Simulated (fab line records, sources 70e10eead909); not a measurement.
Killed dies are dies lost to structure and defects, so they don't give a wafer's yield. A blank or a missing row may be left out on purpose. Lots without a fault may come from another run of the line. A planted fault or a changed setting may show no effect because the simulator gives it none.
Chamber matching | flow nand_harc | NHARC_A_CONTACT_ETCH_88 on rie_diel-09: 3 sister chambers
The step etches the open film in CF4, target depth 39 nm, time 65 s. 14 wafers are shown with their chamber, then 6 later ones without.

WAFERS WITH THEIR CHAMBER
wafer  | chamber | drypump_motor_current_A (A) | showerhead_plenum_p_Torr (Torr) | rf_vpp_V (V)
L078.1 | 2       | 6.0                         | 1.64                            | 149.8
L078.5 | 1       | 5.5                         | 1.67                            | 150.6
L078.6 | 2       | 6.0                         | 1.64                            | 150.4
L081.1 | 1       | 5.5                         | 1.67                            | 149.9
L081.3 | 3       | 6.1                         | 1.79                            | 151.9
L081.6 | 2       | 6.0                         | 1.64                            | 149.9
L084.1 | 3       | 6.1                         | 1.79                            | 151.0
L084.3 | 2       | 6.0                         | 1.91                            | 153.7
L084.5 | 2       | 6.0                         | 1.91                            | 152.1
L085.3 | 3       | 6.1                         | 1.79                            | 151.5
L085.5 | 3       | 6.1                         | 1.79                            | 152.1
L085.6 | 2       | 6.0                         | 1.91                            | 152.2
L091.1 | 3       | 6.1                         | 1.79                            | 151.5
L091.4 | 1       | 5.4                         | 1.67                            | 148.8

SIGNATURES (means of the wafers above)
reading                  | chamber 1 | chamber 2 | chamber 3 | scatter within a chamber
drypump_motor_current_A  | 5.467     | 6.000     | 6.100     | 0.0246
showerhead_plenum_p_Torr | 1.6700    | 1.7750    | 1.7900    | 0.0997
rf_vpp_V                 | 149.767   | 151.350   | 151.600   | 1.15
Rule: a wafer's distance from a chamber is the root of the sum, over the readings, of the square of ((its reading less the chamber's mean) divided by the reading's scatter). The wafer belongs to the nearest chamber; if the next one is less than 2 further off, it can't be placed. The scatter: the root of (the sum of the squares of (reading less its chamber's mean) over the shown wafers, divided by (wafers less chambers)).

WAFERS WITHOUT THEIR CHAMBER
wafer  | drypump_motor_current_A (A) | showerhead_plenum_p_Torr (Torr) | rf_vpp_V (V)
L091.5 | 6.0                         | 1.91                            | 153.1
L095.2 | 5.5                         | 1.67                            | 149.1
L095.4 | 6.1                         | 1.79                            | 151.5
L097.3 | 6.1                         | 1.78                            | 151.6
L097.5 | 6.0                         | 1.90                            | 152.8
L097.6 | 5.4                         | 1.67                            | 148.5

WHICH CHAMBER EACH WENT THROUGH
wafer  | from the rows above | in truth
L091.5 | 2                   | 2
L095.2 | 1                   | 1
L095.4 | 3                   | 3
L097.3 | 3                   | 3
L097.5 | 2                   | 2
L097.6 | 1                   | 1
Placed correctly: 6 of 6. Can't be placed from these rows: 0. Placed wrongly: 0.
